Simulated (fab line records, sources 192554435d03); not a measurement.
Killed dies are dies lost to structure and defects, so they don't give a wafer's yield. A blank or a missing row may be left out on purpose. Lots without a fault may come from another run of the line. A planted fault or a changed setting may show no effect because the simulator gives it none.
A struck lot beside a sound one | flow n5_finfet | 36 steps out of a route of 1938
Sound: wafers L802.1, L802.2, L802.6. Struck: wafers L820.2, L820.6. The cause comes at the end.
At each step with rows: each side's tool, then ch and its chambers, then its first start. Under that, the readings that differ: sound wafers | struck wafers | difference of the means | sigmas: that difference in standard deviations of wafers without a fault.
alike: readings whose means differ by less than 2 such deviations, and words and numbers that are the same on both sides. not compared: withheld readings, readings that some wafer has no value for, bounds like >300 that may hide the same value, and numbers for which the record gives no deviation and whose values overlap.
The two part at a step that has a row with sigmas, a row that says differs or no value, or rows on one side only. Numbers that don't overlap but have no deviation are shown without sigmas and don't part them. A reading that every wafer of one side lacks parts them only if that side has two wafers or more.

first, 8 steps without rows for these wafers: N5_BEOL_M10_SPUTTER_48 (material Cu, target thk 12 nm, time 2 s); N5_BEOL_M10_ECD_50 (material Cu, target thk 318 nm); N5_BEOL_M10_ANNEAL_51 (time 90 s); N5_BEOL_M10_CMP_52 (polishes, stops on SiCOH lowk, t overpolish 7 s, target thk 140 nm); N5_BEOL_M10_PRE_CLEAN_55 (time 15 s); N5_BEOL_M10_DEP_56 (deposits SiCN from 3MS/NH3, target thk 15 nm, time 26.5 s); N5_BEOL_M11_ILD_DEP_00 (deposits SiCOH lowk from DEMS/porogen, target thk 308.51 nm, time 58 s); N5_BEOL_M11_CURE_71 (cures SiCOH lowk, time 240 s).
N5_BEOL_M11_PECVD_70: deposits SiO2 from TEOS/O2, target thk 20 nm, time 22.7 s.
  sound on pecvd-03 ch 0,1, day 10 09:20; struck on pecvd-03 ch 2, day 14 20:09
  reading                                     | sound        | struck    | difference | sigmas
  model.SiO2_of_BEOL_M11_PECVD_70.thk_nm (nm) | 19.6 20 20.4 | 13.6 13.8 | -6.3       |
  alike: heater_power_w, showerhead_plenum_p_Torr, throttle_valve_pct
then, 24 steps without rows for these wafers: N5_BEOL_M11_HM_DEP_02 (deposits TiN, target thk 20 nm); N5_BEOL_M11_COAT_59 (time 60 s, resist thk 100 nm); N5_BEOL_M11_COAT_60 (time 60 s, resist thk 30 nm); N5_BEOL_M11_COAT_05 (resist thk 90 nm); N5_BEOL_M11_EBR_07; N5_BEOL_M11_SOFTBAKE_06 (time 60 s); N5_BEOL_M11_EXPOSE_08 (exposes mask M11); N5_BEOL_M11_PEB_09 (peb time 60 s); N5_BEOL_M11_DEVELOP_10 (develop time 30 s); N5_BEOL_M11_DESCUM_16 (chemistry O2, time 7.9 s); N5_BEOL_M11_ETCH_61 (etches SiARC in CF4, target depth 39 nm, time 65 s); N5_BEOL_M11_ETCH_62 (etches SOC in N2/H2, target depth 110 nm, overetch 22 nm, time 165 s); N5_BEOL_M11_STRIP_68 (strips in N2/H2); N5_BEOL_M11_STRIP_67 (strips in CF4); N5_BEOL_M11_HM_OPEN_17 (chemistry Cl2/BCl3, target TiN, target depth 20 nm, overetch 6 nm); N5_BEOL_M11_STRIP_19 (strips in O2); N5_BEOL_M11_COAT_63 (time 60 s, resist thk 100 nm); N5_BEOL_M11_COAT_64 (time 60 s, resist thk 30 nm); N5_BEOL_M11_COAT_22 (resist thk 90 nm); N5_BEOL_M11_EBR_24; N5_BEOL_M11_SOFTBAKE_23 (time 60 s); N5_BEOL_M11_EXPOSE_25 (exposes mask V10); N5_BEOL_M11_PEB_26 (peb time 60 s); N5_BEOL_M11_DEVELOP_27 (develop time 30 s).
N5_BEOL_M11_HM_STRIP_39: strips TiN in peroxide tin strip, target depth 25 nm, time 158 s.
  sound on wet_bench-06 ch 2,5,6, day 10 13:02; struck on wet_bench-06 ch 1,5, day 14 23:32
  reading                                     | sound          | struck    | difference | sigmas
  model.SiO2_of_BEOL_M11_PECVD_70.thk_nm (nm) | 19.4 19.8 20.2 | 13.4 13.8 | -6.2       |
  alike: bath_heat_duty_pct
N5_BEOL_M11_CMP_52: polishes, stops on SiCOH lowk, t overpolish 7 s, target thk 140 nm.
  sound on cmp-03 ch 0,2,3, day 10 14:43; struck on cmp-01 ch 1,2, day 15 01:29
  reading                      | sound          | struck    | difference | sigmas
  barrier_field_endpoint_s (s) | 26.5 28.1 29.4 | 20.3 20.9 | -7.4       | -8
  alike: clearing_platen_down_force_psi, motor_current_A
N5_PASSIVATION_PROBE_49:
  sound on prober-02, day 12 04:59; struck on prober-01, day 16 12:10
  alike: defect_limited_yield, killed_at_M0_to_M3, killed_at_M4_up, killed_at_contacts, killed_at_front_end, killed_at_other, killed_dies, killed_open, killed_short, sort_bin_5_function, sort_bin_6_memory, sort_n_pass, sort_yield_pct

WHERE THEY PART
Only at N5_BEOL_M11_CMP_52, within this record. Later steps at which nothing parts them and some readings are alike: N5_PASSIVATION_PROBE_49.

WHY: what the simulator had put in
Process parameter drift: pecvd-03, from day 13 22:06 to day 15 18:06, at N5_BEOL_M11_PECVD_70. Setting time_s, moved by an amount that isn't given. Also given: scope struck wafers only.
